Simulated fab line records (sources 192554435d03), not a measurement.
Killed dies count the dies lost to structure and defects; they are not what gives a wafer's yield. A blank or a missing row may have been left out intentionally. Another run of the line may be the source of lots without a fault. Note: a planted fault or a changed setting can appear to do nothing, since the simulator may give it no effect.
fab line records	flow n5_finfet
[record] lots = 10	wafers = 28	last_day = 17
route steps=1938 shown BEOL_M2@882 BEOL_M4@1111 PASSIVATION@1936
lots untouched by any fault: they come from a run of this same line in which no faults occurred
start_h: the number of hours between the record's first day and the start of the first shown wafer of the lot	wait_h: time in hours since the lot's previous step	" repeats the value in the row above	L1.1+2: a single row standing in for several wafers	- no value, or no start was given	* or withheld: withheld	< > ~ a bound
route shown NAME@n: names a module that has steps shown in the file, with the first one's number in the route	usual: mean/standard deviation of fault-free wafers	same: alike in all rows	chamber/n: place in a boat	sites: per-site readings	_std_site: their standard deviation	_edge_site: the outer-site mean with the inner-site mean subtracted	radius_mm: for every site, how far away it sits from the centre of the wafer	mask NAME#n: copy n	behind: the most recent tool/chamber to have shaped the wafer	hold: what put the lot on hold/how long, in hours/how the hold closed	device: names the non-switching transistor (n, p or np)	end of line: the route-end tests of the same wafers	a step given without rows: its recipe and nothing more	killed: dies lost to structure and defects at the first sort, not the wafer's yield	map: dies across one wafer; x = killed, . = not, _ = none there
set.NAME: the setting as run; set.NAME@STEP: as run at that earlier step	model.NAME: the simulator's own value behind a step, which no gauge read
the route's steps for a sample of lots (tables are steps, rows are wafers)
services: when a tool's chamber went out of use (start_h, in hours from the record's first day, below 0 if earlier), for how many hours, and the reason
[[steps]]
[step N5_BEOL_M2_ALD_98]
[recipe] material = SiO2	target_thk_a = 25	temp_c = 100	ald_precursor_family = BDEAS	ald_co_reactant = O2-plasma	pulse_time_s = 1	co_reactant_pulse_time_s = 1	purge_time_s = 2	co_reactant_purge_time_s = 2	ald_cycles = 17	pressure_torr = 2
[usual] heater_power_w = 79/9.8	precursor_pulse_height_rel = 1.001/0.018
lot.wafer	tool	chamber	start_h	wait_h	heater_power_w	precursor_pulse_height_rel
L875.1	ald_sin-03	1	145.57	0.1	71	1.005
L875.3	"	0	"	"	85	1.023
L875.6	"	2	"	"	89	0.984
L877.2	ald_sin-01	2	151.35	0.1	68	1.005
L877.3	"	1	"	"	78	1.031
L877.6	"	0	"	"	78	1.018
L876.1	ald_sin-01	1	151.55	0.1	79	0.959
L876.2	"	3	"	"	82	1.010
L876.3	"	0	"	"	77	1.019
L887.2	ald_sin-02	2	219.52	0.1	86	0.996
L887.5	"	2	"	"	87	0.987
L887.6	"	3	"	"	99	0.959
L888.1	ald_sin-01	2	220.66	0.1	60	1.017
L888.2	"	3	"	"	75	1.013
L888.6	"	3	"	"	75	1.026
L886.1	ald_sin-01	1	220.91	0.1	75	0.999
L886.3	"	2	"	"	59	1.018
L886.4	"	3	"	"	76	0.990
L889.1	ald_sin-02	2	225.88	0.1	86	1.005
L889.3	"	0	"	"	82	0.993
L889.5	"	1	"	"	76	0.997
L893.3	ald_sin-01	0	248.41	0.6	76	0.959
L893.4	"	1	"	"	74	0.996
L894.1	ald_sin-01	1	256.65	0.1	71	0.989
L894.5	"	1	"	"	74	0.992
L894.6	"	2	"	"	61	0.998
L896.1	ald_sin-02	2	264.75	0.2	87	1.015
L896.5	"	2	"	"	86	1.010
[step N5_BEOL_M2_ETCH_41]
[recipe] chemistry = CH3F/O2	target = SiCN	target_depth_a = 299	taper_deg = 2	time_s = 52.5	ion_energy_ev = 120	mask_material = TiN	pressure_mtorr = 30	source_w = 395	bias_w = 75	Ar_flow_sccm = 150	CH3F_flow_sccm = 30	O2_flow_sccm = 20
[usual] CH3F_flow_sccm = 29.99/0.086	O2_flow_sccm = 20.00/0.063	drypump_motor_current_A = 5.6/0.44	mfc_ar_sccm = 150.0/0.47	oes_product_au = 0.82/0.083	rf_vpp_V = 297.2/1.4	showerhead_plenum_p_Torr = 1.99/0.06	throttle_valve_pct = 16.25/0.29
lot.wafer	tool	chamber	start_h	wait_h	CH3F_flow_sccm	O2_flow_sccm	drypump_motor_current_A	mfc_ar_sccm	oes_product_au	rf_hours_counter_h	rf_vpp_V	showerhead_plenum_p_Torr	throttle_valve_pct
L875.1	rie_diel-03	0	146.68	-	30.15	19.92	5.5	150.5	0.68	236	294.6	1.89	16.24
L875.3	"	1	"	"	30.06	19.89	6.7	149.8	0.96	13	298.0	1.95	16.03
L875.6	"	2	"	"	29.90	20.00	5.9	150.4	0.91	-	295.7	1.96	16.15
L877.2	rie_diel-01	3	152.32	-	30.03	20.01	5.2	150.0	0.87	40	296.6	1.96	16.33
L877.3	"	0	"	"	29.98	20.11	5.1	149.9	0.85	62	297.2	1.95	16.00
L877.6	"	2	"	"	30.03	19.92	5.8	149.4	0.71	-	297.6	1.96	16.69
L876.1	rie_diel-01	1	152.68	-	30.03	20.05	5.5	149.7	0.93	25	297.9	2.03	15.84
L876.2	"	2	"	"	29.83	19.97	5.8	149.6	0.71	219	298.5	1.97	16.69
L876.3	"	3	"	"	29.94	20.09	5.2	150.6	0.88	41	296.5	1.96	16.31
L887.2	rie_diel-01	1	220.57	-	30.06	19.97	5.5	150.1	0.89	47	297.8	2.02	15.89
L887.5	"	1	"	"	30.04	19.90	5.6	150.1	0.89	-	297.5	2.02	15.88
L887.6	"	2	"	"	29.98	20.09	5.8	150.3	0.69	-	295.4	1.96	16.73
L888.1	rie_diel-01	2	225.08	-	-	-	-	-	-	-	-	-	-
L888.2	"	0	"	"	-	-	-	-	-	-	-	-	-
L888.6	"	3	"	"	-	-	-	-	-	-	-	-	-
L886.1	rie_diel-03	1	225.26	-	-	-	-	-	-	-	-	-	-
L886.3	"	3	"	"	-	-	-	-	-	-	-	-	-
L886.4	"	1	"	"	-	-	-	-	-	-	-	-	-
L889.1	rie_diel-01	3	229.89	-	-	-	-	-	-	-	-	-	-
L889.3	"	0	"	"	-	-	-	-	-	-	-	-	-
L889.5	"	3	"	"	-	-	-	-	-	-	-	-	-
L893.3	rie_diel-03	3	249.75	-	30.04	19.96	5.6	150.0	0.80	126	298.4	2.09	16.36
L893.4	"	0	"	"	30.00	20.09	5.5	149.9	0.98	9	299.4	2.13	15.77
L894.1	rie_diel-01	1	266.40	-	30.03	19.97	5.5	149.6	0.86	67	297.0	2.02	15.90
L894.5	"	3	"	"	29.99	19.98	5.2	150.0	0.81	-	296.2	1.94	16.43
L894.6	"	0	"	"	29.90	20.11	5.1	149.6	0.79	-	296.2	1.94	16.09
L896.1	rie_diel-03	3	269.02	-	30.02	20.01	5.6	150.4	0.80	133	297.3	2.09	16.37
L896.5	"	1	"	"	30.10	20.01	6.7	150.1	0.86	-	297.8	1.93	16.15
[step N5_BEOL_M2_DEGAS_44]
[recipe] ambient = vacuum	temp_c = 250	time_s = 60
[usual] heater_power_w = 352/28
lot.wafer	tool	chamber	start_h	wait_h	heater_power_w
L875.1	pvd_sputter-03	-	147.09	0.1	380
L875.3	"	-	"	"	313
L875.6	"	-	"	"	306
L877.2	pvd_sputter-01	-	152.77	0.2	280
L877.3	"	-	"	"	328
L877.6	"	-	"	"	376
L876.1	pvd_sputter-02	-	153.00	0.0	337
L876.2	"	-	"	"	374
L876.3	"	-	"	"	378
L887.2	pvd_sputter-02	-	220.89	0.0	337
L887.5	"	-	"	"	349
L887.6	"	-	"	"	374
L888.1	pvd_sputter-03	-	225.53	0.2	376
L888.2	"	-	"	"	330
L888.6	"	-	"	"	377
L886.1	pvd_sputter-02	-	225.85	0.2	375
L886.3	"	-	"	"	379
L886.4	"	-	"	"	350
L889.1	pvd_sputter-02	-	230.21	0.0	379
L889.3	"	-	"	"	370
L889.5	"	-	"	"	373
L893.3	pvd_sputter-03	-	250.41	0.4	311
L893.4	"	-	"	"	332
L894.1	pvd_sputter-01	-	267.78	1.1	337
L894.5	"	-	"	"	381
L894.6	"	-	"	"	331
L896.1	pvd_sputter-02	-	270.08	0.8	377
L896.5	"	-	"	"	362
[step N5_BEOL_M2_ALD_84]
[recipe] material = TaN	target_thk_a = *	temp_c = 275	ald_precursor_family = PDMAT	ald_co_reactant = NH3	pressure_torr = 3	carrier_flow_sccm = 1500	pulse_time_s = 2	purge_time_s = 3	co_reactant_purge_time_s = 2	co_reactant_pulse_time_s = 3	ald_cycles = 30	precursor_vessel_temp_c = 75	precursor_vessel_pressure_torr = 26.25	precursor_vessel_carrier_sccm = 1000
[usual] heater_power_w = 415/26	mfc_carrier_sccm = 1500/4.4
lot.wafer	tool	chamber	start_h	wait_h	heater_power_w	mfc_carrier_sccm
L875.1	ald_metal-03	3	147.19	0.0	451	1496
L875.3	"	1	"	"	380	1496
L875.6	"	3	"	"	462	1498
L877.2	ald_metal-02	0	152.90	0.1	398	1495
L877.3	"	3	"	"	408	1500
L877.6	"	1	"	"	409	1498
L876.1	ald_metal-01	3	153.10	0.0	424	1499
L876.2	"	0	"	"	424	1500
L876.3	"	2	"	"	393	1491
L887.2	ald_metal-03	2	220.99	0.0	419	1501
L887.5	"	1	"	"	379	1498
L887.6	"	2	"	"	435	1496
L888.1	ald_metal-01	0	225.64	0.0	430	1501
L888.2	"	1	"	"	428	1497
L888.6	"	1	"	"	432	1499
L886.1	ald_metal-02	2	225.95	0.0	391	1502
L886.3	"	0	"	"	388	1496
L886.4	"	3	"	"	421	1498
L889.1	ald_metal-02	0	230.32	0.1	401	1498
L889.3	"	3	"	"	422	1507
L889.5	"	3	"	"	423	1512
L893.3	ald_metal-02	0	250.53	0.1	391	1501
L893.4	"	3	"	"	400	1492
L894.1	ald_metal-02	0	267.92	0.1	388	1497
L894.5	"	1	"	"	411	1509
L894.6	"	0	"	"	396	1492
L896.1	ald_metal-01	2	270.22	0.1	405	1499
L896.5	"	0	"	"	421	1494
[step N5_BEOL_M4_RC_MEAS_101]
[usual] DIBL_N = 37.1/1.9	DIBL_P = 37.2/2.3	IOFF_N = 0.18/0.04	IOFF_P = 0.23/0.044	ION_N = 682/11	ION_P = 468/8.6	SS_N = 71.9/0.68	SS_P = 73.5/0.74	VT_N = 248/3.4	VT_P = -248/3.4
lot.wafer	tool	chamber	start_h	wait_h	DIBL_N[mV/V]	DIBL_P[mV/V]	IOFF_N[nA/um]	IOFF_P[nA/um]	ION_N[uA/um]	ION_P[uA/um]	SS_N[mV/dec]	SS_P[mV/dec]	VT_N[mV]	VT_P[mV]
L875.1	prober-02	0	170.25	0.0	39.1	38.0	0.19	0.24	673	463	72.1	74.4	250	-250
L875.3	"	0	"	"	36.4	34.9	0.14	0.20	675	468	71.3	73.4	251	-251
L875.6	"	0	"	"	38.4	36.1	0.16	0.22	668	461	72.4	73.8	248	-249
L877.2	prober-02	0	187.97	0.2	38.1	37.6	0.21	0.31	687	479	72.3	74.1	246	-240
L877.3	"	0	"	"	35.6	34.7	0.15	0.24	673	473	71.4	73.8	248	-245
L877.6	"	0	"	"	35.8	34.2	0.16	0.24	680	473	70.9	73.1	247	-246
L876.1	prober-02	0	191.06	0.2	33.6	34.6	0.13	0.19	662	461	71.1	73.4	254	-249
L876.2	"	0	"	"	35.1	36.4	0.16	0.22	683	468	71.5	74.3	251	-245
L876.3	"	0	"	"	34.7	36.5	0.15	0.22	676	475	71.6	73.2	252	-249
L887.2	prober-01	0	242.67	0.2	36.4	36.6	0.16	0.24	687	478	71.4	72.7	245	-246
L887.5	"	0	"	"	37.9	37.9	0.20	0.28	696	480	71.8	73.4	245	-246
L887.6	"	0	"	"	37.2	36.3	0.18	0.24	676	460	71.7	73.3	248	-246
L893.3	prober-01	0	276.53	0.3	36.9	35.7	0.17	0.18	666	444	73.2	73.4	250	-256
L893.4	"	0	"	"	37.8	35.7	0.19	0.19	670	452	73.0	73.2	251	-253
L894.1	prober-01	0	292.97	0.0	37.6	40.2	0.21	0.29	688	473	72.1	74.6	246	-246
L894.5	"	0	"	"	37.4	39.5	0.19	0.26	681	464	71.8	74.0	247	-246
L894.6	"	0	"	"	41.7	43.6	0.32	0.37	699	477	73.5	75.8	240	-244
L896.1	prober-01	0	294.81	0.0	36.3	37.3	0.19	0.26	689	471	72.2	73.4	246	-245
L896.5	"	0	"	"	32.8	33.6	0.13	0.20	652	457	71.2	71.7	253	-250
[step N5_PASSIVATION_PROBE_49]
[usual] defect_limited_yield = 91.5/1.4	killed_at_M0_to_M3 = 32/9.7	killed_at_M4_up = 14/5.3	killed_at_contacts = 11/6	killed_at_front_end = 39/14	killed_at_other = 3.3/2.7	killed_dies = 100/17	killed_on_rim = 14/4	killed_open = 66/13	killed_short = 32/7.4	sort_bin_4_leakage = 0.02/0.16	sort_bin_5_function = 4.9/0.9	sort_bin_6_memory = 3.2/0.72	sort_bin_8_speed = 0.00/0.0071	sort_n_pass = 1080/17	sort_yield_pct = 91.5/1.4
[same] gross_dies = 1180	killed_at_back_side = 0
lot.wafer	tool	chamber	start_h	wait_h	defect_limited_yield[%]	killed_at_M0_to_M3	killed_at_M4_up	killed_at_contacts	killed_at_front_end	killed_at_other	killed_dies	killed_on_rim	killed_open	killed_short	sort_bin_4_leakage[%]	sort_bin_5_function[%]	sort_bin_6_memory[%]	sort_bin_8_speed[%]	sort_n_pass	sort_yield_pct[%]
L875.1	prober-02	-	277.72	0.0	93.1	31	14	4	30	2	81	10	54	26	0	4.2	2.6	0	1099	93.1
L875.3	prober-02	-	277.82	0.1	91.3	52	5	17	26	3	103	12	67	36	0	5.7	2.5	0	1077	91.3
L875.6	prober-02	-	277.97	0.3	93.2	29	13	9	27	2	80	10	56	24	0	3.9	2.5	0	1100	93.2
L877.2	prober-02	-	283.76	0.4	92.5	28	12	13	25	11	89	6	62	25	0	4.7	2.7	0	1091	92.5
L877.3	prober-02	-	283.81	0.4	93.1	29	14	3	32	4	82	8	45	37	0	4.3	2.3	0	1098	93.1
L877.6	prober-02	-	283.96	0.6	91.9	25	17	6	36	11	95	15	57	33	0	5.1	2.3	0	1085	91.9
L876.1	prober-02	-	300.28	0.0	90.6	33	15	21	34	8	111	12	71	40	0	5.0	4.2	0	1069	90.6
L876.2	prober-02	-	300.33	0.1	91.3	28	19	18	38	0	103	14	65	36	0	4.7	3.6	0.08	1077	91.3
L876.3	prober-02	-	300.38	0.1	91.4	42	12	11	31	6	102	13	79	23	0	4.6	3.8	0	1078	91.4
L887.2	prober-01	-	337.44	0.1	91.7	34	10	18	35	1	98	10	58	39	0	5.3	2.7	0	1082	91.7
L887.5	prober-01	-	337.59	0.2	93.6	32	14	5	20	4	75	9	54	20	0	3.8	2.0	0	1105	93.6
L887.6	prober-01	-	337.64	0.3	92.7	25	19	15	23	4	86	8	57	29	0	3.6	3.2	0	1094	92.7
L888.1	prober-01	-	342.74	0.0	0	1106	17	12	42	3	1180	152	65	27	0	96.9	2.9	0	0	0
L888.2	prober-01	-	342.79	0.1	0	1120	17	8	33	2	1180	152	56	33	0	96.9	3.1	0	0	0
L888.6	prober-01	-	342.99	0.3	0	1101	25	19	35	0	1180	152	87	27	0	96.4	3.3	0	0	0
L886.1	prober-02	-	351.37	0.0	0	1115	23	6	30	6	1180	152	85	28	0	95.8	4.0	0	0	0
L886.3	prober-02	-	351.47	0.1	0	1123	10	4	42	1	1180	152	56	31	0	96.7	3.1	0	0	0
L886.4	prober-02	-	351.52	0.2	0	1098	16	8	51	7	1180	152	74	37	0	95.3	4.3	0	0	0
L889.1	prober-02	-	355.56	0.0	0	1110	14	17	34	5	1180	152	70	28	0	97.2	2.7	0	0	0
L889.3	prober-02	-	355.66	0.1	0	1128	13	8	27	4	1180	152	53	35	0	96.8	3.1	0	0	0
L889.5	prober-02	-	355.76	0.2	0	1114	10	12	35	9	1180	152	68	37	0	95.9	3.2	0	0	0
L893.3	prober-02	-	377.55	0.1	90.8	26	7	30	46	0	109	15	79	29	0	5.8	3.0	0	1071	90.8
L893.4	prober-02	-	377.60	0.2	89.5	24	10	21	67	2	124	13	80	42	0	5.9	4.1	0	1056	89.5
L894.1	prober-01	-	397.26	0.0	90.2	35	16	9	50	6	116	18	83	31	0	5.2	4.6	0	1064	90.2
L894.5	prober-01	-	397.46	0.2	91.4	21	15	10	49	6	101	10	71	28	0	5.3	3.1	0	1079	91.4
L894.6	prober-01	-	397.51	0.3	92.3	25	13	3	43	7	91	9	58	32	1.27	4.3	3.2	0	1074	91.0
L896.1	prober-01	-	398.41	0.0	91.9	16	13	18	45	3	95	14	62	29	0	4.8	3.1	0	1085	91.9
L896.5	prober-01	-	398.61	0.2	87.4	51	22	8	63	5	149	18	96	52	0	6.9	5.1	0	1031	87.4
// killed by level:class
L875.1 FIN_SAQP:geometric_particle:open=12 BEOL_M2:geometric_particle:open=11 BEOL_M1:geometric_particle:open=5 MOL_CONTACT_COAG:geometric_particle:open=4 BEOL_M0_SAQP:geometric_particle:open=4 BEOL_M0_SAQP:geometric_particle:short=4 BEOL_M5:geometric_particle:short=4 BEOL_M8:geometric_particle:open=4
L875.3 MOL_CONTACT_COAG:geometric_particle:open=14 BEOL_M0_SAQP:geometric_particle:short=11 BEOL_M0_SAQP:geometric_particle:open=11 BEOL_M2:geometric_particle:open=11 FIN_SAQP:geometric_particle:open=9 FIN_SAQP:geometric_particle:short=7 BEOL_M1:geometric_particle:open=7 BEOL_M2:geometric_particle:short=5
L875.6 MOL_CONTACT_COAG:geometric_particle:open=9 BEOL_M0_SAQP:geometric_particle:short=9 FIN_SAQP:geometric_particle:open=7 BEOL_M2:geometric_particle:open=7 BEOL_M0_SAQP:geometric_particle:open=5 BEOL_M8:geometric_particle:open=5 STARTING-WAFER:geometric_particle:open=5 BEOL_M1:geometric_particle:open=4
L877.2 MOL_CONTACT_COAG:geometric_particle:open=12 BEOL_M0:geometric_particle:open=7 BEOL_M1:geometric_particle:open=7 FIN_SAQP:geometric_particle:open=5 BEOL_M0_SAQP:geometric_particle:open=4 BEOL_M4:geometric_particle:open=4 PAD_METAL:geometric_particle:short=3 STI_FIN_REVEAL:geometric_particle:open=3
L877.3 FIN_SAQP:geometric_particle:short=9 BEOL_M0_SAQP:geometric_particle:short=8 BEOL_M3:geometric_particle:open=7 BEOL_M3:geometric_particle:short=5 FIN_SAQP:geometric_particle:open=4 BEOL_M7:geometric_particle:open=4 ILD0:geometric_particle:open=3 MOL_CONTACT_COAG:geometric_particle:open=3
L877.6 STI_FIN_REVEAL:geometric_particle:open=6 BEOL_M2:geometric_particle:open=6 STARTING-WAFER:geometric_particle:short=6 FIN_SAQP:geometric_particle:open=5 FIN_SAQP:geometric_particle:short=5 HKMG_FIN:area_etch=5 MOL_CONTACT_COAG:geometric_particle:open=4 BEOL_M1:geometric_particle:open=4
L876.1 MOL_CONTACT_COAG:geometric_particle:open=13 STI_FIN_REVEAL:geometric_particle:open=11 BEOL_M4:geometric_particle:open=9 BEOL_M1:geometric_particle:short=8 MOL_CONTACT_COAG:geometric_particle:short=8 BEOL_M1:geometric_particle:open=7 FIN_SAQP:geometric_particle:short=5 BEOL_M0_SAQP:geometric_particle:short=5
L876.2 MOL_CONTACT_COAG:geometric_particle:open=14 ILD0:geometric_particle:open=8 FIN_SAQP:geometric_particle:open=7 BEOL_M1:geometric_particle:open=7 BEOL_M4:geometric_particle:open=7 FIN_SAQP:geometric_particle:short=6 BEOL_M3:geometric_particle:open=6 BEOL_M4:geometric_particle:short=6
L876.3 BEOL_M0_SAQP:geometric_particle:open=15 MOL_CONTACT_COAG:geometric_particle:open=11 STI_FIN_REVEAL:geometric_particle:open=8 BEOL_M1:geometric_particle:open=8 BEOL_M0_SAQP:geometric_particle:short=7 BEOL_M4:geometric_particle:open=7 DUMMY_GATE:geometric_particle:open=6 BEOL_M2:geometric_particle:open=4
L887.2 MOL_CONTACT_COAG:geometric_particle:open=14 BEOL_M0_SAQP:geometric_particle:open=13 BEOL_M0_SAQP:geometric_particle:short=11 STI_FIN_REVEAL:geometric_particle:open=8 FIN_SAQP:geometric_particle:short=7 FIN_SAQP:geometric_particle:open=6 BEOL_M4:geometric_particle:open=5 GATE_CUT:geometric_particle:short=4
L887.5 BEOL_M3:geometric_particle:open=10 BEOL_M0_SAQP:geometric_particle:open=9 STI_FIN_REVEAL:geometric_particle:open=7 BEOL_M0_SAQP:geometric_particle:short=7 MOL_CONTACT_COAG:geometric_particle:open=5 BEOL_M5:geometric_particle:open=4 FIN_SAQP:geometric_particle:open=3 FIN_SAQP:geometric_particle:short=3
L887.6 MOL_CONTACT_COAG:geometric_particle:open=14 BEOL_M4:geometric_particle:open=10 BEOL_M0_SAQP:geometric_particle:short=8 BEOL_M0_SAQP:geometric_particle:open=6 FIN_SAQP:geometric_particle:short=4 FIN_SAQP:geometric_particle:open=4 GATE_CUT:geometric_particle:short=4 BEOL_M3:geometric_particle:open=4
L888.1 BEOL_M2:area_etch=1088 STI_FIN_REVEAL:geometric_particle:open=16 MOL_CONTACT_COAG:geometric_particle:open=11 BEOL_M4:geometric_particle:open=11 BEOL_M3:geometric_particle:open=8 FIN_SAQP:geometric_particle:open=6 STARTING-WAFER:geometric_particle:short=6 GATE_CUT:geometric_particle:short=4
L888.2 BEOL_M2:area_etch=1090 FIN_SAQP:geometric_particle:short=9 FIN_SAQP:geometric_particle:open=8 BEOL_M2:geometric_particle:open=8 DUMMY_GATE:geometric_particle:open=7 MOL_CONTACT_COAG:geometric_particle:open=5 BEOL_M0_SAQP:geometric_particle:short=5 BEOL_M0_SAQP:geometric_particle:open=4
L888.6 BEOL_M2:area_etch=1066 MOL_CONTACT_COAG:geometric_particle:open=17 STI_FIN_REVEAL:geometric_particle:open=14 BEOL_M4:geometric_particle:open=13 BEOL_M2:geometric_particle:open=8 BEOL_M8:geometric_particle:open=7 BEOL_M0_SAQP:geometric_particle:short=6 BEOL_M0_SAQP:geometric_particle:open=6
L886.1 BEOL_M2:area_etch=1067 BEOL_M3:geometric_particle:open=16 BEOL_M4:geometric_particle:open=14 BEOL_M0_SAQP:geometric_particle:short=9 STI_FIN_REVEAL:geometric_particle:open=8 BEOL_M0_SAQP:geometric_particle:open=8 FIN_SAQP:geometric_particle:open=7 BEOL_M1:geometric_particle:open=6
L886.3 BEOL_M2:area_etch=1093 BEOL_M3:geometric_particle:open=9 FIN_SAQP:geometric_particle:open=7 BEOL_M0_SAQP:geometric_particle:open=7 FIN_SAQP:geometric_particle:short=6 STI_FIN_REVEAL:geometric_particle:open=6 DUMMY_GATE:geometric_particle:open=5 GATE_CUT:geometric_particle:short=5
L886.4 BEOL_M2:area_etch=1069 STI_FIN_REVEAL:geometric_particle:open=14 FIN_SAQP:geometric_particle:short=8 DUMMY_GATE:geometric_particle:open=8 BEOL_M3:geometric_particle:open=7 MOL_CONTACT_COAG:geometric_particle:open=7 BEOL_M0_SAQP:geometric_particle:open=6 FIN_SAQP:geometric_particle:open=5
L889.1 BEOL_M2:area_etch=1081 MOL_CONTACT_COAG:geometric_particle:open=14 STI_FIN_REVEAL:geometric_particle:open=11 BEOL_M4:geometric_particle:open=11 BEOL_M0:geometric_particle:open=7 BEOL_M0_SAQP:geometric_particle:short=6 FIN_SAQP:geometric_particle:short=5 DUMMY_GATE:geometric_particle:short=4
L889.3 BEOL_M2:area_etch=1092 BEOL_M0_SAQP:geometric_particle:open=16 BEOL_M0_SAQP:geometric_particle:short=11 MOL_CONTACT_COAG:geometric_particle:open=7 FIN_SAQP:geometric_particle:open=5 FIN_SAQP:geometric_particle:short=5 STI_FIN_REVEAL:geometric_particle:open=5 BEOL_M4:geometric_particle:open=5
L889.5 BEOL_M2:area_etch=1075 BEOL_M0_SAQP:geometric_particle:short=20 STI_FIN_REVEAL:geometric_particle:open=14 MOL_CONTACT_COAG:geometric_particle:open=12 BEOL_M0_SAQP:geometric_particle:open=7 FIN_SAQP:geometric_particle:open=5 BEOL_M3:geometric_particle:open=5 BEOL_M4:geometric_particle:open=5
L893.3 MOL_CONTACT_COAG:geometric_particle:open=28 FIN_SAQP:geometric_particle:open=10 FIN_SAQP:geometric_particle:short=9 BEOL_M0_SAQP:geometric_particle:open=8 STI_FIN_REVEAL:geometric_particle:open=7 BEOL_M1:geometric_particle:short=7 STARTING-WAFER:geometric_particle:open=7 BEOL_M0_SAQP:geometric_particle:short=4
L893.4 STI_FIN_REVEAL:geometric_particle:open=18 MOL_CONTACT_COAG:geometric_particle:open=16 FIN_SAQP:geometric_particle:open=15 FIN_SAQP:geometric_particle:short=12 MOL_CONTACT_COAG:geometric_particle:short=5 BEOL_M1:geometric_particle:short=5 BEOL_M2:geometric_particle:open=5 DUMMY_GATE:geometric_particle:open=4
L894.1 FIN_SAQP:geometric_particle:open=11 BEOL_M2:geometric_particle:open=11 BEOL_M4:geometric_particle:open=10 MOL_CONTACT_COAG:geometric_particle:open=8 STI_FIN_REVEAL:geometric_particle:open=7 BEOL_M0_SAQP:geometric_particle:open=6 GATE_CUT:geometric_particle:short=6 BEOL_M3:geometric_particle:open=6
L894.5 FIN_SAQP:geometric_particle:open=15 MOL_CONTACT_COAG:geometric_particle:open=9 STI_FIN_REVEAL:geometric_particle:open=7 FIN_SAQP:geometric_particle:short=6 DUMMY_GATE:geometric_particle:open=6 BEOL_M0_SAQP:geometric_particle:short=6 BEOL_M0_SAQP:geometric_particle:open=6 BEOL_M4:geometric_particle:open=6
L894.6 FIN_SAQP:geometric_particle:open=10 DUMMY_GATE:geometric_particle:open=7 BEOL_M3:geometric_particle:open=7 BEOL_M4:geometric_particle:open=6 STARTING-WAFER:geometric_particle:open=6 ILD0:geometric_particle:short=4 BEOL_M1:geometric_particle:short=4 FIN_SAQP:geometric_particle:short=3
L896.1 MOL_CONTACT_COAG:geometric_particle:open=13 FIN_SAQP:geometric_particle:open=8 STI_FIN_REVEAL:geometric_particle:open=7 BEOL_M3:geometric_particle:open=6 ILD0:geometric_particle:open=5 GATE_CUT:geometric_particle:short=5 MOL_CONTACT_COAG:geometric_particle:short=5 BEOL_M4:geometric_particle:open=5
L896.5 STI_FIN_REVEAL:geometric_particle:open=23 BEOL_M0_SAQP:geometric_particle:open=10 BEOL_M2:geometric_particle:open=10 BEOL_M0_SAQP:geometric_particle:short=8 BEOL_M3:geometric_particle:open=8 GATE_CUT:geometric_particle:short=7 MOL_CONTACT_COAG:geometric_particle:open=7 BEOL_M4:geometric_particle:open=7
[[services]]
tool	chamber	start_h	hours	kind
ald_sin-01	2	121.58	1.6	repair
rie_diel-03	-	128.90	15.6	pm
pvd_sputter-03	-	139.16	3.7	repair
ald_metal-03	0	141.07	13.3	repair
ald_sin-01	0	155.56	9.1	repair
ald_metal-03	2	157.12	6.8	repair
rie_diel-03	0	168.28	7.7	repair
ald_sin-01	-	176.91	14.0	pm
ald_sin-01	0	176.91	14.0	vent_cycle
ald_sin-01	1	176.91	14.0	vent_cycle
ald_sin-01	2	176.91	14.0	vent_cycle
ald_sin-01	3	176.91	14.0	vent_cycle
ald_metal-03	1	177.29	10.4	repair
rie_diel-01	-	178.16	0.7	repair
ald_sin-03	-	183.57	6.1	pm
ald_sin-01	0	211.20	20.1	repair
ald_metal-03	-	229.01	8.7	pm
rie_diel-01	2	242.59	-	clean
rie_diel-01	2	242.59	-	consumable_replace:focus_ring
rie_diel-01	2	242.59	22.9	scheduled_down
rie_diel-01	2	242.59	22.9	vent_cycle
ald_metal-03	0	245.01	30.0	repair
ald_metal-02	3	253.82	17.0	repair
ald_metal-02	-	269.30	2.8	pm
[[key]]
[first_sign] step = N5_BEOL_M2_ETCH_41	reading = tool_record	direction = missing
[effect] step = N5_PASSIVATION_PROBE_49	reading = killed_at_M0_to_M3	direction = up	sigmas = 99+	usual = 32	struck = 1113
[more_kills_born_at] N5_BEOL_M2_ETCH_41@rie_diel-01 = 6492	N5_BEOL_M2_ETCH_41@rie_diel-03 = 3229
met_at N5_BEOL_M2_ETCH_41
struck_lots L886,L888,L889
later_rows_left_out L886.1,L886.3,L886.4,L888.1,L888.2,L888.6,L889.1,L889.3,L889.5
not_acting_at N5_BEOL_M2_ALD_98,N5_BEOL_M2_DEGAS_44,N5_BEOL_M2_ALD_84
onset_between 220.57 225.08
[fault] kind = skipped_step_whole	tool = rie_diel-01,rie_diel-03	chamber = -	onset_h = 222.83	steps = N5_BEOL_M2_ETCH_41	scope = struck_lots_only
// later_rows_left_out: the simulator's readings of these wafers behind a module that went badly wrong aren't trusted and aren't shown, but for the sort
